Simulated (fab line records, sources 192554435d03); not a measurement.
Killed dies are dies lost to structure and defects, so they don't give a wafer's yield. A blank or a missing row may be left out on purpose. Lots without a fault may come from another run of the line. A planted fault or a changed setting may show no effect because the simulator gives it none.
Split-lot experiment | flow n5_finfet | 7 lots, 21 wafers read, on a route of 1938 steps

THE SPLIT
At N5_MIM_TOP_SPUTTER_03 (material TiN, target thk 35 nm, time 89.7 s), the setting power_w was moved away from the recipe's 3000 W on 7 of the 21 wafers read, by -13.3% to +10.6%. The other wafers ran this setting at the recipe's value.

The reading is taken at the split's own step.

THE READING
TiN_of_MIM_TOP_SPUTTER_03.thk_nm (the simulator's own value, which no gauge read), in nm, at N5_MIM_TOP_SPUTTER_03 (material TiN, target thk 35 nm, time 89.7 s). The file gives no usual value for it. The 14 wafers here that ran the recipe average 34.9 nm, standard deviation 0.44 nm.

wafer  | tool, chamber at the split | power_w as run, W | against the recipe | TiN_of_MIM_TOP_SPUTTER_03.thk_nm, nm | against lot-mates on the recipe
L074.3 | pvd_sputter-02, -          | 3000              | recipe             | 35                                   | -
L074.4 | pvd_sputter-02, -          | 3000              | recipe             | 35.6                                 | -
L074.6 | pvd_sputter-02, -          | 3000              | recipe             | 35.6                                 | -
L076.3 | pvd_sputter-01, -          | 2602              | -13.3%             | 30                                   | -4.7
L076.4 | pvd_sputter-01, -          | 3000              | recipe             | 34.8                                 | -
L076.6 | pvd_sputter-01, -          | 3000              | recipe             | 34.6                                 | -
L081.2 | pvd_sputter-03, -          | 3000              | recipe             | 34.8                                 | -
L081.3 | pvd_sputter-03, -          | 2744              | -8.5%              | 31.8                                 | -3.0
L081.4 | pvd_sputter-03, -          | 2744              | -8.5%              | 31.8                                 | -3.0
L084.3 | pvd_sputter-03, -          | 2735              | -8.8%              | 32                                   | -3.0
L084.4 | pvd_sputter-03, -          | 3000              | recipe             | 35                                   | -
L084.5 | pvd_sputter-03, -          | 2735              | -8.8%              | 32.2                                 | -2.8
L094.4 | pvd_sputter-01, -          | 3000              | recipe             | 34.2                                 | -
L094.5 | pvd_sputter-01, -          | 3000              | recipe             | 34.2                                 | -
L094.6 | pvd_sputter-01, -          | 3000              | recipe             | 34.2                                 | -
L096.4 | pvd_sputter-01, -          | 3000              | recipe             | 34.8                                 | -
L096.5 | pvd_sputter-01, -          | 3317              | +10.6%             | 38.6                                 | +3.8
L096.6 | pvd_sputter-01, -          | 3317              | +10.6%             | 38.6                                 | +3.8
L095.1 | pvd_sputter-02, -          | 3000              | recipe             | 35.2                                 | -
L095.4 | pvd_sputter-02, -          | 3000              | recipe             | 35.2                                 | -
L095.5 | pvd_sputter-02, -          | 3000              | recipe             | 35                                   | -

THE FIT
A straight line over all 21 wafers: TiN_of_MIM_TOP_SPUTTER_03.thk_nm changes by +0.35 nm for each +1% of power_w; r = +0.98; the points scatter about the line by 0.4 nm.
The same after taking each lot's own level away (the mean of its wafers on the recipe; 21 wafers): +0.351 nm for each +1%; r = +1.00; scatter 0.14 nm.
On that fit, the largest move of power_w shifts the reading by 4.7 nm.
The lots' own levels span 34.20 to 35.40 nm, that is 2.7 times the standard deviation above.
So the lot-to-lot level changes the slope little: the two slopes agree.
Check: with one of the wafers moved furthest among these (-13.3%) left out of the fit, the line predicts -4.6 nm for it against its lot-mates. It came out at -4.7 nm against them.

OTHER SPLITS ON THESE WAFERS
These wafers also went through other splits before the reading. Each is held against what the fit with the lots' levels taken away leaves over:
other split on the same wafers    | wafers away from the commonest value | r with TiN_of_MIM_TOP_SPUTTER_03.thk_nm (lot level and that fit taken away)
N5_BEOL_M12_TRENCH_ETCH_34 time_s | 7                                    | -0.26
N5_BEOL_M13_SPUTTER_43 time_s     | 9                                    | -0.26
N5_BEOL_M14_ILD_DEP_00 time_s     | 10                                   | +0.41
N5_BEOL_M15_COAT_60 spin_rpm      | 7                                    | -0.17
N5_BEOL_M15_ETCH_61 time_s        | 7                                    | -0.01

THE FILE'S OWN FIT
TiN_of_MIM_TOP_SPUTTER_03.thk_nm changes by +0.351 nm for each +1% of power_w, r = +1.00.
